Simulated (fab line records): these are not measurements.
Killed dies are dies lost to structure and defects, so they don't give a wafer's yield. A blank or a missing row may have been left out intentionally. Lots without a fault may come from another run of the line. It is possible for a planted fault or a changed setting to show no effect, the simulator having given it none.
2 desks looking at one fault :: flow n5_finfet :: each desk holds nothing but its own numbers, with what lay behind them at the end

== TOOL OWNER'S DESK, pecvd-02 ==
The tool's own readings at N5_SDB_HM_DEP_00 (deposits SiNx from SiH4/NH3/N2, target thk 40 nm, time 35.3 s): means of the sampled wafers that have a number, for each lot that ran on this tool. The brackets show how far a lot's mean lies from the usual mean; more than 4 standard deviations puts the lot out of limits, marked OUT.
Columns: A = heater_power_w at N5_SDB_HM_DEP_00, usual 735 W; B = showerhead_plenum_p_Torr at N5_SDB_HM_DEP_00, usual 5.18 Torr; C = throttle_valve_pct at N5_SDB_HM_DEP_00, usual 39.6 %
lot: L212
first seen here: day 3 23:43
A: 790
B: 5.17
C: 40.4

lot: L216
first seen here: day 5 00:09
A: 710
B: 5.18
C: 40.0

lot: L230
first seen here: day 9 06:36
A: 686
B: 5.18
C: 41.5

lot: L231
first seen here: day 9 12:10
A: 759
B: 5.18
C: 40.8
Result from this desk: across the 4 lots, nothing is out of limits.

== THE METROLOGY DESK ==
What the gauges read, lot by lot, whatever tool the lot ran on: means of the sampled wafers that have a number. The brackets show how far a lot's mean lies from the usual mean; more than 4 standard deviations puts the lot out of limits, marked OUT. It has 11 readings; the 7 that lie furthest out on some lot are the ones shown.
Columns: A = DIBL_N at N5_BEOL_M4_RC_MEAS_101, usual 37.2 mV/V; B = DIBL_P at N5_BEOL_M4_RC_MEAS_101, usual 37.3 mV/V; C = IOFF_P at N5_BEOL_M4_RC_MEAS_101, usual 0.24 nA/um; D = SS_N at N5_BEOL_M4_RC_MEAS_101, usual 71.8 mV/dec; E = SS_P at N5_BEOL_M4_RC_MEAS_101, usual 73.5 mV/dec; F = VT_N at N5_BEOL_M4_RC_MEAS_101, usual 249 mV; G = VT_P at N5_BEOL_M4_RC_MEAS_101, usual -248 mV
lot: L212
first seen here: day 4 00:12
A: 34.6
B: 34.5
C: 0.20
D: 71.1
E: 73.1
F: 248
G: -250

lot: L216
first seen here: day 5 00:37
A: 36.5
B: 35.8
C: 0.25
D: 71.7
E: 73.2
F: 248
G: -248

lot: L217
first seen here: day 5 05:43
A: 35.2
B: 35.0
C: 0.21
D: 71.3
E: 73.1
F: 251
G: -249

lot: L220
first seen here: day 5 22:02
A: 34.9
B: 35.6
C: 0.25
D: 71.6
E: 73.6
F: 249
G: -243

lot: L230
first seen here: day 9 07:03
A: 38.3
B: 37.5
C: 0.22
D: 71.8
E: 74.0
F: 254
G: -254

lot: L228
first seen here: day 9 09:27
A: 39.5
B: 40.5
C: 0.30
D: 73.0
E: 74.2
F: 248
G: -245

lot: L231
first seen here: day 9 12:29
A: 38.3
B: 36.8
C: 0.22
D: 71.4
E: 73.8
F: 248
G: -248

lot: L233
first seen here: day 9 18:26
A: 34.0
B: 35.7
C: 0.21
D: 71.0
E: 72.5
F: 251
G: -250

lot: L234
first seen here: day 9 23:58
A: 37.8
B: 37.3
C: 0.26
D: 72.1
E: 73.9
F: 250
G: -247
Result from this desk: across the 9 lots, nothing is out of limits.

== ALL TOGETHER ==
The desk of the tool owner found nothing out of limits.
The metrology desk saw nothing out of limits.

== WHAT THE SIMULATOR HAD PUT IN ==
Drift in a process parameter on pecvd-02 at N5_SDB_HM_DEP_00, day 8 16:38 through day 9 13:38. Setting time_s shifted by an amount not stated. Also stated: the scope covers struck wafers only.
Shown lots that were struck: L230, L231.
